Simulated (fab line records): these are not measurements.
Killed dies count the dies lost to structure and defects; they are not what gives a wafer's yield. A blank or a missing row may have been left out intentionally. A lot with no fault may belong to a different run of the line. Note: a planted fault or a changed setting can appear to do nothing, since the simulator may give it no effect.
Chamber matching || flow nand-harc || 3 sister chambers for NHARC_A_STAIRCASE_DEP_301 on pecvd-02
The step deposits SiON, target thk 30 nm. 6 wafers are shown with their chamber, then 9 later ones without.

## EACH WAFER AND ITS CHAMBER
{"wafer": "L082.4", "chamber": 2, "heater-power-w (W)": 776, "susceptor-temp-C (C)": 400.09}
{"wafer": "L082.6", "chamber": 1, "heater-power-w (W)": 818, "susceptor-temp-C (C)": 399.50}
{"wafer": "L085.6", "chamber": 2, "heater-power-w (W)": 714, "susceptor-temp-C (C)": 399.71}
{"wafer": "L087.3", "chamber": 0, "heater-power-w (W)": 743, "susceptor-temp-C (C)": 399.99}
{"wafer": "L087.4", "chamber": 1, "heater-power-w (W)": 745, "susceptor-temp-C (C)": 399.57}
{"wafer": "L087.5", "chamber": 0, "heater-power-w (W)": 772, "susceptor-temp-C (C)": 400.14}

## WAFERS WHOSE CHAMBER IS MISSING
{"wafer": "L090.2", "heater-power-w (W)": 817, "susceptor-temp-C (C)": 400.27}
{"wafer": "L090.4", "heater-power-w (W)": 813, "susceptor-temp-C (C)": 400.28}
{"wafer": "L090.5", "heater-power-w (W)": 809, "susceptor-temp-C (C)": 400.12}
{"wafer": "L092.1", "heater-power-w (W)": 713, "susceptor-temp-C (C)": 399.71}
{"wafer": "L092.4", "heater-power-w (W)": 717, "susceptor-temp-C (C)": 399.83}
{"wafer": "L092.5", "heater-power-w (W)": 736, "susceptor-temp-C (C)": 400.10}
{"wafer": "L091.3", "heater-power-w (W)": 689, "susceptor-temp-C (C)": 399.80}
{"wafer": "L091.4", "heater-power-w (W)": 823, "susceptor-temp-C (C)": 399.97}
{"wafer": "L091.5", "heater-power-w (W)": 697, "susceptor-temp-C (C)": 399.94}

## EACH ONE'S CHAMBER
{"wafer": "L090.2", "from the rows above": "can't be placed: 0 or 2", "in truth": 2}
{"wafer": "L090.4", "from the rows above": "can't be placed: 0 or 2", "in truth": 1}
{"wafer": "L090.5", "from the rows above": "can't be placed: 0 or 2", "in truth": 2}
{"wafer": "L092.1", "from the rows above": "can't be placed: 2 or 1 or 0", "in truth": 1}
{"wafer": "L092.4", "from the rows above": "can't be placed: 2 or 0 or 1", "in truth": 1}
{"wafer": "L092.5", "from the rows above": "can't be placed: 0 or 2", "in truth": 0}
{"wafer": "L091.3", "from the rows above": "can't be placed: 2 or 0 or 1", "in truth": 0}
{"wafer": "L091.4", "from the rows above": "can't be placed: 0 or 2 or 1", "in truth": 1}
{"wafer": "L091.5", "from the rows above": "can't be placed: 2 or 0 or 1", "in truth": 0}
Correctly placed: 0 of 9. Not placeable from these rows: 9 (in 8, the candidates include the true chamber). Wrongly placed: 0.
How it was worked out, from the rows above alone: a wafer's distance from a chamber is the root of the sum, over the readings, of the square of ((its reading less the chamber's mean) divided by the reading's scatter). The wafer belongs to the nearest chamber; if the next one is less than 2 further off, it can't be placed. A chamber's mean is the mean of its shown wafers. The scatter: take each reading less its chamber's mean, square it, sum over the shown wafers, divide by the number of wafers less the number of chambers, and take the root.
